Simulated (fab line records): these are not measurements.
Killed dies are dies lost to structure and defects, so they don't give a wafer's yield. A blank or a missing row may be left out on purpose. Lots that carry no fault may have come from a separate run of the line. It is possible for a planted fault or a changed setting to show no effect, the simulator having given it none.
Chamber matching | flow n5 finfet | N5_BEOL_M1_ETCH_63 on rie diel-02: 4 sister chambers
The step etches SiARC in CF4, target depth 15.6 nm, time 26 s. 4 wafers are shown with their chamber, then 12 later ones without.

EACH WAFER AND ITS CHAMBER
wafer  | chamber | drypump motor current A (A)
L092.2 | 2       | 6.0
L096.1 | 3       | 5.9
L096.2 | 0       | 4.8
L096.3 | 1       | 5.6

WAFERS WITHOUT THEIR CHAMBER
wafer  | drypump motor current A (A)
L095.1 | 5.6
L095.2 | 6.1
L095.3 | 4.8
L095.4 | 5.9
L095.5 | 6.1
L095.6 | 5.6
L097.1 | 6.1
L097.2 | 5.9
L097.3 | 4.8
L097.4 | 5.6
L097.5 | 5.9
L097.6 | 4.8

WHICH CHAMBER EACH ONE RAN IN
wafer  | from the rows above | in truth
L095.1 | 1                   | 1
L095.2 | 2                   | 2
L095.3 | 0                   | 0
L095.4 | 3                   | 3
L095.5 | 2                   | 2
L095.6 | 1                   | 1
L097.1 | 2                   | 2
L097.2 | 3                   | 3
L097.3 | 0                   | 0
L097.4 | 1                   | 1
L097.5 | 3                   | 3
L097.6 | 0                   | 0
Placed correctly: 12 of 12. Can't be placed from these rows: 0. Number placed wrongly: 0.
How it was worked out, from the rows above alone: a wafer's distance from a chamber is the root of the sum, over the readings, of the square of ((its reading less the chamber's mean) divided by the reading's scatter). If the next closest chamber is less than 2 further off than the closest, the wafer can't be placed; otherwise it belongs to the closest. Each chamber's mean is taken over the wafers shown for it. The scatter: root of mean squared gap, hidden wafer to nearest shown wafer, with one shown wafer a chamber.
